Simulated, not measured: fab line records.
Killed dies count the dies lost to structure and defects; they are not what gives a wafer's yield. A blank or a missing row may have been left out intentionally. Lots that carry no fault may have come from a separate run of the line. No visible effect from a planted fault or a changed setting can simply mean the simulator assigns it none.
fab line records	flow n5_finfet
record lots=10	wafers=28	last_day=18
route steps=1938 shown BEOL_M1@821 BEOL_M2@841 BEOL_M4@1111
lots that met no fault: from a run of the same line without faults
start_h: hours from the record's first day to the start of the lot's first wafer shown	wait_h: hours from the lot's prior step to this one	" unchanged from the row above	L1.1+2: a row that stands for several wafers	- either no value or no given start	* or withheld: withheld	< > ~ a bound
route shown NAME@n: NAME is a module with steps in the file, n the number in the route of the first one	usual: mean and standard deviation over wafers with no fault	same: alike in all rows	chamber/n: place in a boat	sites: the reading at each site	_std_site: standard deviation across them	_edge_site: mean of outer sites minus mean of inner sites	radius_mm: for every site, how far away it sits from the centre of the wafer	mask NAME#n: copy n	behind: the most recent tool/chamber to have shaped the wafer	hold: why the lot went on hold/how many hours it stayed there/how the hold came to an end	device: whichever transistor did not switch (one of n, p or np)	end of line: at the end of the route, the tests of the same wafers	a step given without rows: its recipe and nothing more	killed: dies lost to structure and defects at the first sort, not the wafer's yield	map: the dies of a wafer, with x for killed, . for not killed, _ for no die there
set.NAME: the setting that was run; set.NAME@STEP: the one run at that earlier step	model.NAME: the simulator's own value behind a step, which no gauge read
a sample of lots followed through the steps of the route, with each step as a table and each wafer as a row
services: a tool's chamber out of use, with start hour (start_h, from the record's first day; less than 0 if before it), hours out, and reason
## steps
# step N5_BEOL_M1_ANNEAL_87
# recipe temp_c=400	time_s=240	ambient=vacuum
# usual heater_power_w=849/98
lot.wafer	tool	chamber	start_h	wait_h	heater_power_w
L560.3	pvd_sputter-01	-	139.05	0.0	795
L560.4	"	-	"	"	792
L560.6	"	-	"	"	839
L561.1	pvd_sputter-02	-	144.04	0.0	885
L561.4	"	-	"	"	914
L561.5	"	-	"	"	758
L562.1	pvd_sputter-01	-	146.83	0.0	1105
L562.4	"	-	"	"	966
L562.6	"	-	"	"	818
L568.2	pvd_sputter-02	-	191.86	0.0	935
L568.4	"	-	"	"	796
L568.5	"	-	"	"	906
L569.1	pvd_sputter-01	-	192.16	0.0	832
L569.4	"	-	"	"	786
L569.6	"	-	"	"	1035
L572.5	pvd_sputter-02	-	217.72	0.1	868
L572.6	"	-	"	"	741
L575.2	pvd_sputter-03	-	237.48	0.0	699
L575.4	"	-	"	"	895
L576.1	pvd_sputter-03	-	245.67	0.0	854
L576.4	"	-	"	"	710
L576.5	"	-	"	"	828
L578.3	pvd_sputter-01	-	246.15	0.0	787
L578.5	"	-	"	"	952
L578.6	"	-	"	"	829
L581.2	pvd_sputter-02	-	272.36	0.0	822
L581.4	"	-	"	"	897
L581.6	"	-	"	"	812
# step N5_BEOL_M1_ANNEAL_51
# recipe temp_c=225	time_s=90	ambient=N2
# usual anneal_temp_c=225.02/0.21	wafer_temp_C_max=226.06/0.25
lot.wafer	tool	chamber	start_h	wait_h	anneal_temp_c	wafer_temp_C_max
L560.3	rtp_anneal-02	0	140.63	0.4	225.02	225.93
L560.4	"	0	"	"	225.29	225.86
L560.6	"	0	"	"	225.24	225.81
L561.1	rtp_anneal-02	0	145.26	0.1	224.94	226.24
L561.4	"	0	"	"	224.99	226.28
L561.5	"	0	"	"	224.99	226.11
L562.1	rtp_anneal-02	0	148.07	0.1	225.24	226.04
L562.4	"	0	"	"	225.13	226.08
L562.6	"	0	"	"	225.00	226.30
L568.2	rtp_anneal-01	0	193.12	0.1	224.91	226.04
L568.4	"	0	"	"	224.53	226.33
L568.5	"	0	"	"	224.58	226.05
L569.1	rtp_anneal-01	0	193.37	0.1	225.13	225.65
L569.4	"	0	"	"	225.05	226.28
L569.6	"	0	"	"	225.29	225.82
L572.5	rtp_anneal-01	0	219.05	0.2	225.06	225.97
L572.6	"	0	"	"	224.85	225.81
L575.2	rtp_anneal-01	0	239.03	0.4	224.96	226.16
L575.4	"	0	"	"	225.02	226.13
L576.1	rtp_anneal-02	0	246.89	0.1	225.29	225.49
L576.4	"	0	"	"	224.98	226.02
L576.5	"	0	"	"	225.05	226.35
L578.3	rtp_anneal-02	0	247.45	0.1	225.01	225.67
L578.5	"	0	"	"	224.84	225.93
L578.6	"	0	"	"	225.18	226.22
L581.2	rtp_anneal-01	0	273.62	0.1	224.98	225.80
L581.4	"	0	"	"	225.38	225.83
L581.6	"	0	"	"	225.25	225.98
# step N5_BEOL_M1_CMP_52
# recipe stop_on=SiOC	t_overpolish_s=6.8	down_force_psi=1	platen_rpm=50	clearing_platen_down_force_psi=1.5	clearing_platen_rpm=50	post_cmp_clean=cu_alkaline	target_thk_nm=40	clearing_platen_pad_velocity_m_s=0.99484	pad_velocity_m_s=0.99484
# usual barrier_field_endpoint_s=24.6/0.76	clearing_platen_rpm=50.002/0.027	motor_current_A=5.8/0.57	overpolish_run_s=6.799/0.01	pad_life_wafers=1074/450	platen_rpm=50.00/0.03	time_to_endpoint_s=63/3.7
lot.wafer	tool	chamber	start_h	wait_h	barrier_field_endpoint_s	clearing_platen_rpm	motor_current_A	overpolish_run_s	pad_life_wafers	platen_rpm	time_to_endpoint_s
L560.4	cmp-03	0	140.87	0.2	24.1	49.962	5.8	6.801	1195	49.98	64
L560.3	"	1	"	"	24.7	50.033	5.3	6.824	1196	50.00	69
L560.6	"	3	"	"	24.6	50.005	5.8	6.783	-	50.02	65
L561.1	cmp-03	1	145.63	0.3	25.7	49.985	5.2	6.774	1238	50.08	71
L561.4	"	2	"	"	25.3	49.983	6.2	6.796	1239	49.94	68
L561.5	"	3	"	"	25.5	50.049	5.6	6.804	-	50.07	68
L562.4	cmp-01	0	148.36	0.1	24.6	50.003	6.3	6.811	588	50.03	63
L562.1	"	2	"	"	23.5	49.999	5.3	6.798	590	50.02	63
L562.6	"	0	"	"	23.9	49.982	6.0	6.804	-	49.99	63
L568.2	cmp-01	3	193.41	0.2	24.3	49.996	5.9	6.775	919	50.02	64
L568.4	"	1	"	"	24.9	49.984	4.9	6.796	921	49.95	65
L568.5	"	2	"	"	25.5	50.013	5.4	6.801	-	50.03	68
L569.4	cmp-01	0	193.67	0.1	25.8	49.991	6.6	6.799	924	49.99	65
L569.1	"	3	"	"	23.6	49.992	6.4	6.800	927	50.02	58
L569.6	"	1	"	"	24.8	50.004	4.7	6.801	-	49.95	62
L572.6	cmp-01	0	219.32	0.2	25.1	49.957	6.0	6.801	-	50.05	65
L572.5	"	1	"	"	24.2	50.007	5.2	6.805	-	49.98	62
L575.4	cmp-04	3	239.28	0.1	22.9	50.005	6.4	6.807	354	49.96	57
L575.2	"	2	"	"	23.0	49.997	6.4	6.787	357	50.04	54
L576.1	cmp-01	3	247.35	0.4	24.3	49.980	6.4	6.798	1328	50.02	59
L576.4	"	0	"	"	24.7	50.010	6.2	6.786	1329	50.01	62
L576.5	"	1	"	"	24.6	49.980	4.8	6.790	-	50.01	60
L578.3	cmp-04	1	247.71	0.2	22.5	49.987	6.7	6.805	433	50.01	59
L578.6	"	0	"	"	24.2	49.989	5.9	6.797	-	49.90	64
L578.5	"	1	"	"	23.1	49.983	6.8	6.822	-	50.02	59
L581.4	cmp-04	3	273.87	0.1	25.0	49.989	6.0	6.793	666	49.98	64
L581.2	"	0	"	"	25.8	50.039	5.6	6.767	667	50.00	72
L581.6	"	3	"	"	24.6	49.981	6.7	6.795	-	50.02	66
# step N5_BEOL_M2_ILD_DEP_00
# recipe material=SiOC	target_thk_a=790	temp_c=350	precursor=DEMS/O2	pressure_torr=5	rf_w=500	time_s=15.3
# usual heater_power_w=535/100	showerhead_plenum_p_Torr=5.696/0.016	susceptor_temp_C=350.00/0.22	throttle_valve_pct=12.4/0.97
lot.wafer	tool	chamber	start_h	wait_h	heater_power_w	showerhead_plenum_p_Torr	susceptor_temp_C	throttle_valve_pct
L560.3	pecvd-02	0	141.48	0.0	525	5.689	349.73	12.5
L560.4	"	0	"	"	546	5.708	350.04	12.4
L560.6	"	1	"	"	560	5.678	350.13	12.5
L561.1	pecvd-01	0	146.17	0.0	608	5.703	349.96	11.5
L561.4	"	1	"	"	516	5.724	350.14	13.6
L561.5	"	2	"	"	537	5.685	350.11	11.2
L562.1	pecvd-04	1	148.99	0.0	575	5.716	349.69	13.6
L562.4	"	0	"	"	483	5.722	349.93	11.0
L562.6	"	1	"	"	576	5.706	349.95	13.8
L568.2	pecvd-04	2	194.00	0.0	290	5.657	350.35	13.6
L568.4	"	1	"	"	583	5.715	350.27	13.8
L568.5	"	0	"	"	506	5.714	354.41	11.4
L569.1	pecvd-04	2	194.29	0.0	291	5.677	349.81	13.4
L569.4	"	2	"	"	286	5.670	349.64	13.5
L569.6	"	0	"	"	440	5.707	354.97	10.9
L572.5	pecvd-01	0	219.83	0.1	559	5.698	350.27	11.4
L572.6	"	2	"	"	596	5.685	349.63	11.1
L575.2	pecvd-02	0	239.90	0.0	554	5.685	349.78	12.3
L575.4	"	1	"	"	534	5.700	350.16	12.4
L576.1	pecvd-01	2	248.04	0.0	533	5.690	350.33	11.2
L576.4	"	1	"	"	507	5.714	349.86	13.6
L576.5	"	0	"	"	671	5.686	349.51	11.5
L578.3	pecvd-01	2	248.30	0.0	512	5.684	350.06	11.2
L578.5	"	1	"	"	479	5.710	350.37	13.5
L578.6	"	0	"	"	687	5.712	350.02	11.0
L581.2	pecvd-02	2	274.49	0.0	683	5.698	349.72	12.9
L581.4	"	2	"	"	699	5.711	350.07	12.8
L581.6	"	0	"	"	633	5.692	350.05	12.6
# step N5_BEOL_M4_RC_MEAS_101
# usual DIBL_N=35.1/1.5	DIBL_P=35.2/2	IOFF_N=0.146/0.028	IOFF_P=0.20/0.036	ION_N=670/12	ION_P=462/8.2	SS_N=71.2/0.63	SS_P=73.1/0.7	VT_N=250/3.6	VT_P=-251/3.3
lot.wafer	tool	chamber	start_h	wait_h	DIBL_N[mV/V]	DIBL_P[mV/V]	IOFF_N[nA/um]	IOFF_P[nA/um]	ION_N[uA/um]	ION_P[uA/um]	SS_N[mV/dec]	SS_P[mV/dec]	VT_N[mV]	VT_P[mV]
L560.3	prober-01	0	171.05	0.3	36.7	36.8	0.158	0.21	646	448	72.1	72.9	253	-252
L560.4	"	0	"	"	34.2	34.3	0.117	0.17	669	460	70.9	72.4	255	-253
L560.6	"	0	"	"	35.7	35.8	0.134	0.19	655	453	71.5	72.8	255	-253
L561.1	prober-02	0	191.51	0.0	37.9	38.4	0.224	0.29	698	474	71.8	73.8	242	-245
L561.4	"	0	"	"	36.7	36.5	0.184	0.26	659	458	71.6	74.0	247	-246
L561.5	"	0	"	"	37.4	37.5	0.204	0.29	689	469	72.0	73.9	246	-245
L562.1	prober-01	0	191.73	0.1	33.9	32.1	0.117	0.17	671	464	70.1	72.3	253	-250
L562.4	"	0	"	"	36.1	34.9	0.152	0.20	688	466	70.9	73.4	248	-250
L562.6	"	0	"	"	36.2	35.1	0.156	0.21	692	476	71.3	73.6	249	-247
L569.1	prober-01	0	221.10	0.0	32.9	33.8	0.115	0.19	656	462	70.5	73.5	253	-253
L569.4	"	0	"	"	35.6	37.1	0.162	0.23	654	456	72.6	74.3	251	-248
L569.6	"	0	"	"	36.1	38.7	0.178	0.27	682	473	72.5	74.5	248	-245
L568.2	prober-02	0	240.71	0.2	34.4	33.1	0.138	0.17	672	461	71.4	73.1	250	-251
L568.4	"	0	"	"	34.9	33.4	0.141	0.18	660	453	70.9	72.8	248	-249
L568.5	"	0	"	"	36.2	35.6	0.167	0.20	694	470	71.8	74.1	243	-252
L572.5	prober-02	0	268.38	0.6	34.0	34.2	0.123	0.16	674	457	70.9	72.8	253	-256
L572.6	"	0	"	"	33.5	33.2	0.112	0.15	660	455	70.4	72.2	252	-255
L575.2	prober-02	0	272.36	0.2	36.0	35.4	0.151	0.20	675	464	71.0	73.1	251	-251
L575.4	"	0	"	"	32.7	31.6	0.103	0.15	652	454	70.4	72.0	256	-256
L576.1	prober-02	0	291.47	0.0	33.3	32.2	0.128	0.20	673	473	70.5	72.3	248	-247
L576.4	"	0	"	"	35.9	36.0	0.176	0.25	685	478	70.3	73.8	243	-244
L576.5	"	0	"	"	33.4	32.5	0.126	0.20	666	467	70.4	72.7	249	-251
L578.3	prober-01	0	291.84	0.3	32.4	31.6	0.116	0.19	656	460	70.9	71.7	254	-251
L578.5	"	0	"	"	32.4	31.9	0.120	0.19	666	462	71.7	72.3	252	-249
L578.6	"	0	"	"	35.7	36.2	0.183	0.26	680	475	71.9	73.1	246	-245
L581.2	prober-01	0	327.86	0.2	34.9	36.4	0.155	0.21	684	468	71.1	73.1	248	-249
L581.4	"	0	"	"	36.2	37.9	0.173	0.23	678	465	71.8	74.0	246	-250
L581.6	"	0	"	"	35.0	36.3	0.146	0.20	675	472	71.4	73.0	248	-250
## services
tool	chamber	start_h	hours	kind
cmp-03	-	118.78	4.4	repair
cmp-03	-	133.94	0.5	repair
pecvd-01	1	136.58	5.5	scheduled_down
pecvd-04	2	140.23	3.6	repair
pvd_sputter-02	-	150.44	9.3	repair
pecvd-02	1	151.47	5.5	scheduled_down
cmp-04	-	155.42	1.0	repair
pecvd-02	2	156.93	5.5	scheduled_down
pecvd-01	0	157.08	5.5	scheduled_down
cmp-01	-	163.34	2.0	repair
cmp-01	-	165.87	0.6	repair
cmp-04	-	168.17	2.5	repair
cmp-03	-	191.27	3.8	pm
cmp-04	-	192.83	4.0	pm
pecvd-01	0	194.66	2.1	scheduled_down
cmp-01	-	199.36	3.5	repair
pecvd-04	2	202.38	-	clean
pecvd-04	2	202.38	-	consumable_replace:showerhead
pecvd-04	2	202.38	29.0	scheduled_down
pecvd-04	2	202.38	29.0	vent_cycle
cmp-04	-	217.89	0.3	repair
pecvd-04	-	232.58	2.6	repair
cmp-03	-	240.64	1.4	repair
cmp-03	-	245.48	4.0	pm
## key
first_sign step=N5_BEOL_M2_ILD_DEP_00	reading=susceptor_temp_C	direction=up	sigmas=22	usual=*	struck=*
effect none on later readings
met_at N5_BEOL_M2_ILD_DEP_00
struck_lots L568,L569
struck_wafers L568.5,L569.6
not_acting_at N5_BEOL_M1_ANNEAL_87,N5_BEOL_M1_ANNEAL_51,N5_BEOL_M1_CMP_52
onset_between 148.99 194.00
fault kind=process_parameter_drift	tool=pecvd-04	chamber=0	onset_h=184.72	steps=N5_BEOL_M2_ILD_DEP_00	channel=temp_c	offset=*	shape=step	end_h=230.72	acts_in=*	stated=*
